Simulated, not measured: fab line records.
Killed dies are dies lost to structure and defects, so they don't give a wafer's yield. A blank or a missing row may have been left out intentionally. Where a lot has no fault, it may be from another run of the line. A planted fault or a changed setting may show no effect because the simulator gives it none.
Split-lot experiment | flow n5_finfet | on a route of 1938 steps: 7 lots, 21 wafers read

SPLIT DETAILS
At N5_BEOL_M12_PEB_08 (peb time 90 s), the setting peb_temp_c was moved away from the recipe's 130 C on 7 of the 21 wafers read, by -2.8% to +2.6%. For the rest of the wafers, this setting stayed at what the recipe calls for.

FROM THE SPLIT TO THE READING: what the file shows between them, 5 steps
- N5_BEOL_M12_DEVELOP_09: develop time 45 s
- N5_BEOL_M12_HARDBAKE_14: time 120 s
- N5_BEOL_M12_CD_MEAS_10: target cd 140 nm
- N5_BEOL_M12_STRIP_71: strips in post etch residue remover, time 60 s
- N5_BEOL_M12_SRD_72: time 30 s, dry time 30 s

THE READING
cd_nm (nm) at N5_BEOL_M12_CD_MEAS_17, where the cd target is 140 nm. On this fab line, fault-free wafers typically give 140.6 nm with a standard deviation of 1.6 nm.

wafer  | tool, chamber at the split | peb_temp_c as run, C | against the recipe | cd_nm, nm | against lot-mates on the recipe
L074.4 | litho_track-03, 0          | 130                  | recipe             | 140.9     | -
L074.5 | litho_track-03, 0          | 130                  | recipe             | 139.7     | -
L074.6 | litho_track-03, 0          | 130                  | recipe             | 138.6     | -
L075.2 | litho_track-01, 0          | 130                  | recipe             | 141.9     | -
L075.3 | litho_track-01, 0          | 130                  | recipe             | 141.0     | -
L075.6 | litho_track-01, 0          | 126.3                | -2.8%              | 126.8     | -14.6
L078.2 | litho_track-04, 0          | 130                  | recipe             | 140.8     | -
L078.4 | litho_track-04, 0          | 133.4                | +2.6%              | 151.6     | +10.8
L078.6 | litho_track-04, 0          | 133.4                | +2.6%              | 151.9     | +11.1
L080.1 | litho_track-04, 0          | 131.6                | +1.2%              | 144.1     | +3.8
L080.4 | litho_track-04, 0          | 130                  | recipe             | 140.3     | -
L080.5 | litho_track-04, 0          | 131.6                | +1.2%              | 147.9     | +7.6
L084.3 | litho_track-04, 0          | 130                  | recipe             | 140.9     | -
L084.4 | litho_track-04, 0          | 130                  | recipe             | 139.3     | -
L084.5 | litho_track-04, 0          | 130                  | recipe             | 139.0     | -
L088.1 | litho_track-03, 0          | 126.9                | -2.4%              | 129.2     | -12.7
L088.3 | litho_track-03, 0          | 126.9                | -2.4%              | 129.1     | -12.8
L088.4 | litho_track-03, 0          | 130                  | recipe             | 141.9     | -
L096.1 | litho_track-03, 0          | 130                  | recipe             | 139.6     | -
L096.2 | litho_track-03, 0          | 130                  | recipe             | 138.9     | -
L096.6 | litho_track-03, 0          | 130                  | recipe             | 140.1     | -

FIT RESULTS
A straight line over all 21 wafers: cd_nm changes by +4.57 nm for each +1% of peb_temp_c; r = +0.99; the points scatter about the line by 1.1 nm.
The same after taking each lot's own level away (the mean of its wafers on the recipe; 21 wafers): +4.8 nm for each +1%; r = +0.99; scatter 1 nm.
The reading moves by 14 nm for the largest change in peb_temp_c, on that fit.
Across the lots, their own levels run from 139.53 to 141.90 nm, a range of 1.5 times the standard deviation given above.
The two slopes agree, so the slope changes little with the lot-to-lot level.
Check: -13.8 nm against its lot-mates is what the line predicts for one of the wafers moved furthest among these (-2.8%) when that wafer is left out of the fit. Against them it came out at -14.6 nm.

THESE WAFERS: OTHER SPLITS
These wafers also went through other splits before the reading. Each is held against what the fit with the lots' levels taken away leaves over:
other split on the same wafers | wafers away from the commonest value | r with cd_nm (lot level and that fit taken away)
N5_BEOL_M11_COAT_22 spin_rpm   | 9                                    | +0.04
N5_BEOL_M11_EXPOSE_25 dose_mj  | 8                                    | -0.46

THE WHOLE CHAIN: every reading that the file lists as answering this split, in the file's order
step                   | what it does     | reading | change (the file's fit)              | r (the file's)
N5_BEOL_M12_CD_MEAS_10 | target cd 140 nm | cd_nm   | +4.87 nm for each +1% of the setting | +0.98
N5_BEOL_M12_CD_MEAS_17 | target cd 140 nm | cd_nm   | +4.88 nm for each +1% of the setting | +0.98

FILE'S OWN FIT
cd_nm changes by +4.88 nm for each +1% of peb_temp_c, r = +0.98.
